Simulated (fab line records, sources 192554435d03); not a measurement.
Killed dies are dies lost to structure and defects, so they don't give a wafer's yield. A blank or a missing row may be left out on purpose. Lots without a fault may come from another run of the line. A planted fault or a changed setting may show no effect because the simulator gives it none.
One fault seen from 2 desks | flow n5_finfet | each desk has only its own numbers; what lay behind them comes last

THE METROLOGY DESK
What the gauges read, lot by lot, whatever tool the lot ran on: means of the sampled wafers that have a number. A lot is out of limits, marked OUT, if its mean lies more than 4 standard deviations from the usual mean; the brackets give that distance. Of its 13 readings 7 are shown: the one that was out of limits first, and those that lie furthest out on some lot.
Columns: A = cd_nm at N5_BEOL_M3_CD_MEAS_11, usual 16.96 nm; B = cd_nm at N5_BEOL_M3_CD_MEAS_18, usual 17.9 nm; C = DIBL_P at N5_BEOL_M4_RC_MEAS_101, usual 36.1 mV/V; D = IOFF_P at N5_BEOL_M4_RC_MEAS_101, usual 0.21 nA/um; E = ION_N at N5_BEOL_M4_RC_MEAS_101, usual 675 uA/um; F = ION_P at N5_BEOL_M4_RC_MEAS_101, usual 464 uA/um; G = VT_P at N5_BEOL_M4_RC_MEAS_101, usual -250 mV
lot  | first seen here | A               | B               | C    | D    | E   | F   | G
L812 | day 7 07:50     | 16.94           | 17.4            | 35.3 | 0.19 | 667 | 455 | -251
L813 | day 7 11:10     | 16.83           | 18.0            | 35.0 | 0.21 | 680 | 468 | -249
L815 | day 8 04:00     | 16.99           | 18.1            | 35.6 | 0.20 | 679 | 467 | -250
L816 | day 8 07:08     | 13.23 (-16) OUT | 14.0 (-11) OUT  | -    | -    | -   | -   | -
L817 | day 8 10:05     | 14.32 (-11) OUT | 15.4 (-6.9) OUT | -    | -    | -   | -   | -
L826 | day 10 21:30    | 17.12           | 18.1            | 33.8 | 0.18 | 675 | 463 | -253
L831 | day 11 16:56    | 16.99           | 18.0            | 37.8 | 0.28 | 693 | 479 | -242
L832 | day 12 05:10    | 16.86           | 17.8            | 35.6 | 0.18 | 669 | 456 | -254
L833 | day 12 09:20    | 16.97           | 18.2            | 37.5 | 0.31 | 684 | 478 | -242
This desk's finding: out of limits on L816, L817; first on L816, day 8 08:07 (cd_nm at N5_BEOL_M3_CD_MEAS_11). In limits: L812, L813, L815, L826, L831, L832, L833.

THE TOOL OWNER'S DESK: euv_scanner-01
The tool's own readings at N5_BEOL_M3_EXPOSE_08 (exposes mask M3): means of the sampled wafers that have a number, for each lot that ran on this tool. A lot is out of limits, marked OUT, if its mean lies more than 4 standard deviations from the usual mean; the brackets give that distance.
Columns: A = exposure_dose_mJ_cm2 at N5_BEOL_M3_EXPOSE_08, usual 32.95
lot  | first seen here | A
L813 | day 7 12:09     | 32.95
L815 | day 8 05:08     | 32.97
L816 | day 8 08:00     | 28.18 (-99 or more) OUT
L817 | day 8 11:05     | 29.09 (-90) OUT
This desk's finding: out of limits on L816, L817; first on L816, day 8 08:00 (exposure_dose_mJ_cm2 at N5_BEOL_M3_EXPOSE_08). In limits: L813, L815.

PUT TOGETHER
The tool owner's desk could have raised an alarm at day 8 08:00, on L816, L817.
The metrology desk could have raised an alarm at day 8 08:07, on L816, L817.
Of the lots named, all ran N5_BEOL_M3_EXPOSE_08 on euv_scanner-01.

WHAT THE SIMULATOR HAD PUT IN
Process parameter drift: euv_scanner-01, from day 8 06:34 on, at N5_BEOL_M3_EXPOSE_08. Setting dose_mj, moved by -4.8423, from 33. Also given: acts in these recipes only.
Lots struck among those shown: L816, L817.
Hours from the fault's start to each desk's first reading out of limits: the tool owner's desk, 1; the metrology desk, 2.
